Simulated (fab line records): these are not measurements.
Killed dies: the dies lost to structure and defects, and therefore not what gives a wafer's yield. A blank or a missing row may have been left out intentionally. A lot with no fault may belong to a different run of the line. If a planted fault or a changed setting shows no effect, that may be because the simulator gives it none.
fab line records	flow nand_harc
record lots=11	wafers=33	last_day=24
route steps=1159 shown A_BLC@977 A_M0@1002 END@1159
lots with no fault: from the same line, run without faults
start_h: start of the lot's first displayed wafer, in hours after the record's first day	wait_h: hours from the lot's prior step to this one	" the same as in the row above	L1.1+2: a single row standing in for several wafers	- no value, or no start was given	* or withheld: withheld	< > ~ a bound
route shown NAME@n: names a module that has steps shown in the file, with the first one's number in the route	usual: mean/standard deviation taken from wafers without a fault	same: alike in all rows	chamber/n: place in a boat	sites: readings site by site	_std_site: the standard deviation of these	_edge_site: outer sites' mean less inner sites'	radius_mm: how far each site lies from the wafer's centre	mask NAME#n: copy n	behind: the most recent tool/chamber to have shaped the wafer	hold: why the lot went on hold/how many hours it stayed there/how the hold came to an end	device: transistor that didn't switch, given as n, p or np	end of line: the tests these same wafers got at the end of their route	a step without rows: its recipe alone	killed: dies lost to structure and defects at the first sort, not the wafer's yield	map: shows each die of a wafer: x if killed, . if not, _ if none is there
set.NAME: setting as actually run; set.NAME@STEP: the setting as run at that earlier step	model.NAME: the simulator's own value behind a step, which no gauge read
a sample of lots followed through the steps of the route, with each step as a table and each wafer as a row
services: from which hour (start_h, from the record's first day; less than 0 if before it) a tool's chamber was out of use, for how many hours, and why
## steps
# step NHARC_A_BLC_DESCUM_15
# recipe time_s=3	o2_flow_sccm=200	ar_flow_sccm=0	bias_power_w=0	chemistry=O2
# usual drypump_motor_current_A=5.5/0.47	oes_product_au=1.002/0.0069	rf_vpp_V=57.7/0.93	showerhead_plenum_p_Torr=1.89/0.083	throttle_valve_pct=11.311/0.0093
lot.wafer	tool	chamber	start_h	wait_h	drypump_motor_current_A	oes_product_au	rf_hours_counter_h	rf_vpp_V	showerhead_plenum_p_Torr	throttle_valve_pct
L882.1	rie_diel-12	1	396.86	0.1	5.4	1.002	1	59.4	2.00	11.303
L882.2	"	2	"	"	5.6	0.990	1	59.6	1.94	11.323
L882.4	"	3	"	"	6.4	0.993	1	57.5	1.78	11.311
L886.2	rie_diel-08	3	398.32	0.1	5.6	0.996	33	58.3	1.85	11.325
L886.1	"	0	"	"	6.0	1.001	34	57.0	1.98	11.332
L886.3	"	2	"	"	5.6	1.006	33	56.9	1.81	11.300
L887.2	rie_diel-03	0	428.77	0.1	4.8	0.994	3	57.6	1.97	11.314
L887.6	"	2	"	"	5.8	1.003	-	57.5	1.77	11.317
L887.5	"	3	"	"	5.6	1.002	-	57.6	1.78	11.295
L890.4	rie_diel-12	1	447.33	0.1	5.4	1.006	5	57.3	2.00	11.301
L890.6	"	2	"	"	5.6	1.005	-	57.3	1.94	11.316
L890.5	"	3	"	"	6.4	0.997	-	58.0	1.78	11.309
L891.1	rie_diel-03	3	461.77	0.1	5.6	1.003	6	57.4	1.78	11.310
L891.4	"	2	"	"	5.8	1.008	6	58.6	1.77	11.281
L891.6	"	3	"	"	5.6	0.999	-	55.8	1.78	11.312
L892.4	rie_diel-12	0	462.53	0.1	5.4	1.004	7	55.9	1.91	11.311
L892.2	"	3	"	"	6.4	0.992	7	57.2	1.78	11.297
L892.6	"	1	"	"	5.4	1.009	-	56.5	2.00	11.317
L896.3	rie_diel-12	1	485.44	0.1	5.4	1.003	9	58.0	2.00	11.317
L896.4	"	3	"	"	6.4	1.006	9	57.4	1.78	11.325
L896.6	"	0	"	"	5.4	0.997	-	57.3	1.91	11.319
L894.1	rie_diel-03	2	486.19	0.1	5.8	0.990	7	57.2	1.77	11.308
L894.4	"	3	"	"	5.5	1.007	9	57.3	1.77	11.306
L894.6	"	1	"	"	4.6	1.006	-	57.7	1.91	11.308
L897.1	rie_diel-03	0	493.60	0.1	4.8	0.998	9	59.2	1.97	11.313
L897.5	"	0	"	"	4.8	1.005	-	57.9	1.97	11.307
L897.6	"	1	"	"	4.6	1.015	-	57.2	1.92	11.309
L895.3	rie_diel-03	3	494.90	0.1	5.5	1.007	10	57.6	1.77	11.289
L895.4	"	1	"	"	4.6	1.008	8	59.4	1.91	11.293
L895.5	"	2	"	"	5.8	1.008	-	56.4	1.77	11.312
L899.1	rie_diel-12	1	516.87	0.1	5.4	1.004	13	59.5	2.00	11.302
L899.5	"	2	"	"	5.6	1.011	-	57.5	1.94	11.298
L899.6	"	3	"	"	6.4	1.017	-	58.2	1.78	11.318
# step NHARC_A_BLC_DEGAS_30
# recipe temp_c=300	time_s=60
# usual heater_power_w=466/57
lot.wafer	tool	chamber	start_h	wait_h	heater_power_w
L882.1	pvd_sputter-01	-	398.79	-	441
L882.4	"	-	"	"	486
L882.2	"	-	"	"	385
L886.1	pvd_sputter-01	-	399.88	-	495
L886.2	"	-	"	"	455
L886.3	"	-	"	"	414
L887.2	pvd_sputter-01	-	430.35	-	372
L887.6	"	-	"	"	445
L887.5	"	-	"	"	411
L890.4	pvd_sputter-02	-	448.87	-	547
L890.6	"	-	"	"	538
L890.5	"	-	"	"	512
L891.4	pvd_sputter-01	-	463.36	-	446
L891.1	"	-	"	"	480
L891.6	"	-	"	"	464
L892.2	pvd_sputter-02	-	464.13	-	524
L892.4	"	-	"	"	528
L892.6	"	-	"	"	537
L896.4	pvd_sputter-03	-	487.40	-	401
L896.3	"	-	"	"	476
L896.6	"	-	"	"	530
L894.4	pvd_sputter-02	-	487.76	-	514
L894.1	"	-	"	"	542
L894.6	"	-	"	"	518
L897.1	pvd_sputter-02	-	495.19	-	537
L897.6	"	-	"	"	547
L897.5	"	-	"	"	488
L895.4	pvd_sputter-03	-	496.48	-	533
L895.3	"	-	"	"	433
L895.5	"	-	"	"	386
L899.1	pvd_sputter-03	-	518.43	-	461
L899.6	"	-	"	"	390
L899.5	"	-	"	"	422
# step NHARC_A_BLC_PVD_32
# recipe target_thk_a=50	chamber_pressure_pa=5	power_w=5000	substrate_temp_c=200	time_s=17.7	material=Ti
# usual throttle_valve_pct=30.3/1.1
lot.wafer	tool	chamber	start_h	wait_h	throttle_valve_pct
L882.2	pvd_sputter-01	-	-	-	30.7
L882.4	"	-	"	"	31.2
L882.1	"	-	"	"	31.9
L886.3	pvd_sputter-01	-	-	-	30.7
L886.2	"	-	"	"	31.0
L886.1	"	-	"	"	32.0
L887.2	pvd_sputter-01	-	-	-	30.6
L887.5	"	-	"	"	30.9
L887.6	"	-	"	"	31.2
L890.4	pvd_sputter-02	-	-	-	30.8
L890.6	"	-	"	"	30.2
L890.5	"	-	"	"	27.9
L891.1	pvd_sputter-01	-	-	-	31.1
L891.4	"	-	"	"	31.6
L891.6	"	-	"	"	31.2
L892.2	pvd_sputter-02	-	-	-	28.0
L892.4	"	-	"	"	30.9
L892.6	"	-	"	"	27.6
L896.3	pvd_sputter-03	-	-	-	30.5
L896.4	"	-	"	"	31.0
L896.6	"	-	"	"	30.8
L894.4	pvd_sputter-02	-	-	-	30.5
L894.1	"	-	"	"	30.2
L894.6	"	-	"	"	30.9
L897.1	pvd_sputter-02	-	-	-	29.7
L897.6	"	-	"	"	27.6
L897.5	"	-	"	"	29.6
L895.4	pvd_sputter-03	-	-	-	30.4
L895.3	"	-	"	"	31.0
L895.5	"	-	"	"	30.5
L899.1	pvd_sputter-03	-	-	-	31.4
L899.6	"	-	"	"	31.6
L899.5	"	-	"	"	31.2
# step NHARC_A_M0_PEB_07
# recipe peb_temp_c=100	peb_time_s=65
# usual chill_plate_temp_C=22.98/0.1	heater_power_total_W=156.6/0.41
lot.wafer	tool	chamber	start_h	wait_h	chill_plate_temp_C	heater_power_total_W
L882.1	litho_track-06	0	404.09	0.1	23.10	157.2
L882.2	"	0	"	"	23.11	157.0
L882.4	"	0	"	"	23.01	156.5
L886.1	litho_track-04	0	405.60	0.1	23.17	156.2
L886.2	"	0	"	"	22.84	156.6
L886.3	"	0	"	"	22.96	156.8
L887.2	litho_track-01	0	433.06	0.1	22.92	157.1
L887.5	"	0	"	"	22.89	156.3
L887.6	"	0	"	"	23.08	157.0
L890.4	litho_track-06	0	456.03	0.0	23.06	156.8
L890.5	"	0	"	"	23.05	156.3
L890.6	"	0	"	"	22.88	156.8
L891.1	litho_track-04	0	466.17	0.1	23.00	156.6
L891.4	"	0	"	"	22.88	155.9
L891.6	"	0	"	"	23.00	156.1
L892.2	litho_track-06	0	466.49	0.1	23.07	156.7
L892.4	"	0	"	"	23.02	156.1
L892.6	"	0	"	"	23.16	157.0
L896.3	litho_track-06	0	492.49	0.0	22.89	157.3
L896.4	"	0	"	"	23.00	156.3
L896.6	"	0	"	"	22.79	156.3
L894.1	litho_track-01	0	492.93	0.1	22.89	155.9
L894.4	"	0	"	"	22.74	156.0
L894.6	"	0	"	"	22.90	156.3
L897.1	litho_track-01	0	499.18	0.1	22.83	156.2
L897.5	"	0	"	"	22.89	155.9
L897.6	"	0	"	"	22.93	156.5
L895.3	litho_track-06	0	499.63	0.0	23.02	160.2
L895.4	"	0	"	"	23.13	156.2
L895.5	"	0	"	"	23.22	156.2
L899.1	litho_track-04	0	520.55	0.1	22.79	156.6
L899.5	"	0	"	"	23.08	157.0
L899.6	"	0	"	"	23.01	156.9
# step NHARC_A_M0_CD_MEAS_09
# recipe target_cd_nm=80	landing_energy_ev=500
# usual cd_nm=79.8/0.48
lot.wafer	tool	chamber	start_h	wait_h	cd_nm
L882.1	cd_sem-01	0	404.17	-	79.2
L882.2	"	0	"	"	79.4
L882.4	"	0	"	"	79.7
L886.1	cd_sem-02	0	405.68	-	79.9
L886.2	"	0	"	"	80.6
L886.3	"	0	"	"	79.6
L887.2	cd_sem-02	0	433.14	-	79.4
L887.5	"	0	"	"	80.0
L887.6	"	0	"	"	80.0
L890.4	cd_sem-03	0	456.12	-	79.9
L890.5	"	0	"	"	79.8
L890.6	"	0	"	"	79.6
L891.1	cd_sem-01	0	466.25	-	80.2
L891.4	"	0	"	"	80.5
L891.6	"	0	"	"	80.2
L892.2	cd_sem-01	0	466.57	-	79.5
L892.4	"	0	"	"	80.3
L892.6	"	0	"	"	80.4
L896.3	cd_sem-02	0	492.58	-	79.9
L896.4	"	0	"	"	79.5
L896.6	"	0	"	"	79.5
L894.1	cd_sem-02	0	493.01	-	79.4
L894.4	"	0	"	"	79.2
L894.6	"	0	"	"	79.7
L897.1	cd_sem-02	0	499.26	-	79.1
L897.5	"	0	"	"	79.1
L897.6	"	0	"	"	79.6
L895.3	cd_sem-02	0	499.71	-	78.1
L895.4	"	0	"	"	79.4
L895.5	"	0	"	"	80.1
L899.1	cd_sem-01	0	520.63	-	79.5
L899.5	"	0	"	"	79.6
L899.6	"	0	"	"	79.3
# step NHARC_END_SORT_01
# recipe temp_c=25
# usual defect_limited_yield=94.9/1.7	killed_at_array=31/12	killed_at_other=0.6/0.85	killed_at_periphery=3.0/2.3	killed_dies=35/12	killed_open=3.2/1.9	killed_short=1.8/1.4	sort_bin_2_pct=1.6/0.7	sort_bin_3_pct=0.28/0.22	sort_bin_4_pct=3.3/1.2	sort_n_pass=642/12	sort_rim_yield_pct=97.7/1.5	sort_yield_pct=94.9/1.7
# same gross_dies=677	sort_bin_5_pct[%]=0	sort_bin_6_pct[%]=0	sort_bin_7_pct[%]=0	sort_bin_8_pct[%]=0	sort_rim_n_gross=106.00
lot.wafer	tool	chamber	start_h	wait_h	defect_limited_yield[%]	killed_at_array	killed_at_other	killed_at_periphery	killed_dies	killed_open	killed_short	sort_bin_2_pct[%]	sort_bin_3_pct[%]	sort_bin_4_pct[%]	sort_n_pass	sort_rim_yield_pct[%]	sort_yield_pct[%]
L890.4	prober-01	0	503.30	3.4	94.7	34	0	2	36	4	2	1.5	0.59	3.2	641	95.3	94.7
L890.5	prober-01	0	504.09	3.7	93.5	40	1	3	44	2	1	1.8	0.44	4.3	633	99.1	93.5
L890.6	prober-01	0	504.89	4.0	95.0	32	0	2	34	4	0	1.6	0.44	3.0	643	97.2	95.0
L891.1	prober-01	0	508.69	2.5	93.1	45	1	1	47	4	2	1.5	0.30	5.2	630	98.1	93.1
L891.4	prober-01	0	511.11	3.4	94.5	33	2	2	37	3	1	1.5	0.89	3.1	640	98.1	94.5
L891.6	prober-01	0	512.73	4.0	95.3	31	1	0	32	1	0	2.2	0.44	2.1	645	100.0	95.3
L892.2	prober-02	0	517.23	2.8	91.4	55	0	3	58	4	3	1.9	0.74	5.9	619	98.1	91.4
L892.4	prober-02	0	518.83	3.4	92.2	48	0	5	53	3	1	1.6	0.89	5.3	624	93.4	92.2
L892.6	prober-02	0	520.43	4.0	93.1	42	0	5	47	4	4	2.4	0.44	4.1	630	100.0	93.1
L896.3	prober-01	0	535.45	3.1	94.7	34	0	2	36	1	2	1.6	0.89	2.8	641	100.0	94.7
L896.4	prober-01	0	536.25	3.4	95.1	29	1	3	33	5	2	1.3	0.15	3.4	644	99.1	95.1
L896.6	prober-01	0	537.84	4.0	93.6	38	4	1	43	2	0	3.0	0.44	3.0	634	99.1	93.6
L894.1	prober-02	0	541.51	2.5	93.1	46	0	1	47	5	2	2.1	0.59	4.3	630	97.2	93.1
L894.4	prober-02	0	543.91	3.4	95.1	29	1	3	33	3	3	1.5	0.44	3.0	644	99.1	95.1
L894.6	prober-02	0	545.50	4.0	93.9	38	1	2	41	5	1	1.9	0.15	4.0	636	96.2	93.9
L895.3	prober-01	0	543.23	3.1	95.1	32	0	1	33	5	1	1.2	0.59	3.1	644	98.1	95.1
L895.4	prober-01	0	544.03	3.4	95.3	32	0	0	32	2	0	1.6	0.15	3.0	645	98.1	95.3
L895.5	prober-01	0	544.83	3.7	95.0	32	0	2	34	3	1	1.2	0.59	3.2	643	99.1	95.0
L897.1	prober-02	0	549.26	2.5	94.2	35	1	3	39	2	2	2.2	0.30	3.2	638	96.2	94.2
L897.5	prober-02	0	552.51	3.7	96.5	23	0	1	24	2	0	0.9	0.30	2.4	653	99.1	96.5
L897.6	prober-02	0	553.32	4.1	95.0	29	3	2	34	3	0	1.3	0.44	3.2	643	97.2	95.0
# killed by level:class
L890.4 A_SLIT:chamber_film_flake=13 A_CHANNEL_HOLE_D1:chamber_film_flake=9 A_STAIRCASE:chamber_film_flake=3 A_CONTACT:chamber_film_flake=3 P_M2:geometric_particle:open=1 A_CHANNEL_FILL_D1:geometric_particle:open=1 A_SGD_CUT:geometric_particle:open=1 A_SLIT:geometric_particle:short=1
L890.5 A_CHANNEL_HOLE_D1:chamber_film_flake=16 A_SLIT:chamber_film_flake=16 A_CONTACT:chamber_film_flake=3 A_STAIRCASE:chamber_film_flake=2 P_CONTACT:geometric_particle:open=1 A_ONON_D1:geometric_particle:open=1 A_CONTACT:geometric_particle:short=1 P_ZERO_WELL:chamber_film_flake=1
L890.6 A_SLIT:chamber_film_flake=12 A_CHANNEL_HOLE_D1:chamber_film_flake=9 A_STAIRCASE:chamber_film_flake=4 A_CONTACT:geometric_particle:open=2 P_ZERO_WELL:chamber_film_flake=2 A_WL_FILL:chamber_film_flake=2 A_WL_FILL:geometric_particle:open=1 A_BLC:geometric_particle:open=1
L891.1 A_SLIT:chamber_film_flake=17 A_CHANNEL_HOLE_D1:chamber_film_flake=14 A_STAIRCASE:chamber_film_flake=6 A_CONTACT:geometric_particle:open=2 A_CONTACT:chamber_film_flake=2 P_CONTACT:geometric_particle:open=1 A_ONON_D1:geometric_particle:open=1 A_WL_FILL:geometric_particle:short=1
L891.4 A_CHANNEL_HOLE_D1:chamber_film_flake=14 A_SLIT:chamber_film_flake=11 A_STAIRCASE:chamber_film_flake=3 A_ONON_D1:geometric_particle:open=2 A_WL_FILL:chamber_film_flake=2 THIN_TSV:chamber_film_flake=2 P_M0:geometric_particle:short=1 P_M0:geometric_particle:open=1
L891.6 A_SLIT:chamber_film_flake=13 A_CHANNEL_HOLE_D1:chamber_film_flake=12 A_WL_FILL:chamber_film_flake=3 A_CONTACT:chamber_film_flake=2 A_ONON_D1:geometric_particle:open=1 THIN_TSV:chamber_film_flake=1
L892.2 A_CHANNEL_HOLE_D1:chamber_film_flake=24 A_SLIT:chamber_film_flake=13 A_STAIRCASE:chamber_film_flake=5 A_SGD_CUT:chamber_film_flake=4 A_CONTACT:chamber_film_flake=3 A_CONTACT:geometric_particle:open=2 P_CONTACT:geometric_particle:open=1 A_CHANNEL_HOLE_D1:geometric_particle:short=1
L892.4 A_CHANNEL_HOLE_D1:chamber_film_flake=18 A_SLIT:chamber_film_flake=13 A_SGD_CUT:chamber_film_flake=8 P_GATE:chamber_film_flake=3 A_ZERO_WELL:chamber_film_flake=3 A_CONTACT:chamber_film_flake=2 P_CONTACT:geometric_particle:open=1 A_ONON_D1:geometric_particle:open=1
L892.6 A_SLIT:chamber_film_flake=14 A_CHANNEL_HOLE_D1:chamber_film_flake=13 A_SGD_CUT:chamber_film_flake=4 A_WL_FILL:geometric_particle:short=3 P_GATE:chamber_film_flake=3 A_STAIRCASE:chamber_film_flake=2 P_CONTACT:geometric_particle:open=1 A_CHANNEL_FILL_D1:geometric_particle:short=1
L896.3 A_CHANNEL_HOLE_D1:chamber_film_flake=25 A_STAIRCASE:chamber_film_flake=3 A_WL_FILL:chamber_film_flake=3 P_M0:geometric_particle:short=1 A_CHANNEL_FILL_D1:geometric_particle:short=1 A_CONTACT:geometric_particle:open=1 P_M2:chamber_film_flake=1 A_CONTACT:chamber_film_flake=1
L896.4 A_CHANNEL_HOLE_D1:chamber_film_flake=21 A_STAIRCASE:chamber_film_flake=3 P_STI:geometric_particle:open=1 P_CONTACT:geometric_particle:open=1 P_BONDPAD:geometric_particle:open=1 A_SGD_CUT:geometric_particle:short=1 A_SGD_CUT:geometric_particle:open=1 A_WL_FILL:geometric_particle:short=1
L896.6 A_CHANNEL_HOLE_D1:chamber_film_flake=29 A_STAIRCASE:chamber_film_flake=4 THIN_TSV:chamber_film_flake=3 A_WL_FILL:chamber_film_flake=2 A_CONTACT:chamber_film_flake=2 A_SGD_CUT:geometric_particle:open=1 STARTING-WAFER:geometric_particle:open=1 P_M0:chamber_film_flake=1
L894.1 A_SLIT:chamber_film_flake=16 A_CHANNEL_HOLE_D1:chamber_film_flake=12 A_STAIRCASE:chamber_film_flake=6 A_CONTACT:geometric_particle:open=3 A_CONTACT:geometric_particle:short=2 A_ZERO_WELL:chamber_film_flake=2 A_CONTACT:chamber_film_flake=2 A_ONON_D1:geometric_particle:open=1
L895.3 A_CHANNEL_HOLE_D1:chamber_film_flake=22 A_CONTACT:geometric_particle:open=2 A_WL_FILL:chamber_film_flake=2 A_CONTACT:chamber_film_flake=2 P_CONTACT:geometric_particle:short=1 A_ONON_D1:geometric_particle:open=1 A_WL_FILL:geometric_particle:open=1 A_M1:geometric_particle:open=1
L894.4 A_SLIT:chamber_film_flake=13 A_STAIRCASE:chamber_film_flake=5 A_CHANNEL_HOLE_D1:chamber_film_flake=4 A_CONTACT:chamber_film_flake=2 P_GATE:geometric_particle:open=1 P_CONTACT:geometric_particle:short=1 P_M0:geometric_particle:open=1 A_SGD_CUT:geometric_particle:short=1
L895.4 A_CHANNEL_HOLE_D1:chamber_film_flake=25 A_WL_FILL:chamber_film_flake=2 A_ONON_D1:geometric_particle:open=1 A_CONTACT:geometric_particle:open=1 A_ZERO_WELL:chamber_film_flake=1 A_STAIRCASE:chamber_film_flake=1 A_CONTACT:chamber_film_flake=1
L895.5 A_CHANNEL_HOLE_D1:chamber_film_flake=22 A_STAIRCASE:chamber_film_flake=3 P_CONTACT:geometric_particle:open=1 A_CHANNEL_HOLE_D1:geometric_particle:open=1 A_CONTACT:geometric_particle:short=1 A_M0:geometric_particle:open=1 P_GATE:chamber_film_flake=1 A_ZERO_WELL:chamber_film_flake=1
L894.6 A_SLIT:chamber_film_flake=17 A_CHANNEL_HOLE_D1:chamber_film_flake=8 A_STAIRCASE:chamber_film_flake=6 A_CONTACT:chamber_film_flake=2 P_STI:geometric_particle:short=1 A_ONON_D1:geometric_particle:open=1 A_CHANNEL_FILL_D1:geometric_particle:open=1 A_SGD_CUT:geometric_particle:open=1
L897.1 A_SLIT:chamber_film_flake=20 A_CHANNEL_HOLE_D1:chamber_film_flake=5 A_STAIRCASE:chamber_film_flake=5 P_M2:geometric_particle:short=1 A_ONON_D1:geometric_particle:short=1 A_ONON_D1:geometric_particle:open=1 A_SGD_CUT:geometric_particle:open=1 P_ZERO_WELL:chamber_film_flake=1
L897.5 A_SLIT:chamber_film_flake=13 A_CHANNEL_HOLE_D1:chamber_film_flake=4 A_CONTACT:geometric_particle:open=2 A_STAIRCASE:chamber_film_flake=2 P_BONDPAD:chamber_film_flake=1 A_WL_FILL:chamber_film_flake=1 A_CONTACT:chamber_film_flake=1
L897.6 A_SLIT:chamber_film_flake=14 A_CONTACT:chamber_film_flake=5 A_CHANNEL_HOLE_D1:chamber_film_flake=4 THIN_TSV:chamber_film_flake=3 P_BONDPAD:chamber_film_flake=2 A_STAIRCASE:chamber_film_flake=2 A_CONTACT:geometric_particle:open=1 A_BLC:geometric_particle:open=1
## services
tool	chamber	start_h	hours	kind
rie_diel-12	-	379.40	9.0	pm
rie_diel-12	0	379.40	9.0	vent_cycle
rie_diel-12	1	379.40	9.0	vent_cycle
rie_diel-12	2	379.40	9.0	vent_cycle
rie_diel-12	3	379.40	9.0	vent_cycle
rie_diel-12	0	388.40	-	clean
rie_diel-12	1	388.40	-	clean
rie_diel-12	2	388.40	-	clean
rie_diel-12	3	388.40	-	clean
pvd_sputter-02	-	392.00	10.0	pm
rie_diel-03	-	392.39	9.0	pm
pvd_sputter-03	-	397.46	2.7	repair
pvd_sputter-03	-	439.51	8.0	repair
litho_track-01	-	443.00	7.0	pm
rie_diel-08	-	446.38	0.3	repair
rie_diel-03	2	450.70	7.6	repair
pvd_sputter-02	-	453.76	7.9	repair
pvd_sputter-03	-	458.00	10.0	pm
litho_track-06	-	467.00	7.0	pm
rie_diel-08	-	479.18	9.0	pm
litho_track-04	-	491.00	7.0	pm
rie_diel-03	2	510.46	2.5	repair
pvd_sputter-01	-	514.04	10.0	pm
rie_diel-08	3	515.61	8.2	repair
## key
first_sign step=NHARC_A_M0_PEB_07	reading=heater_power_total_W	direction=up	sigmas=8.8	usual=*	struck=*
effect step=NHARC_A_M0_CD_MEAS_09	reading=cd_nm	direction=down	sigmas=3.5	usual=79.8	struck=78.1
met_at NHARC_A_M0_PEB_07
struck_lots L895
struck_wafers L895.3
not_acting_at NHARC_A_BLC_DESCUM_15,NHARC_A_BLC_DEGAS_30,NHARC_A_BLC_PVD_32
onset_between 492.49 499.63
fault kind=process_parameter_drift	tool=litho_track-06	chamber=-	onset_h=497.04	steps=NHARC_A_M0_PEB_07	channel=peb_time_s	offset=*	shape=step	end_h=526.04	scope=struck_wafers_only	acts_in=*	stated=*
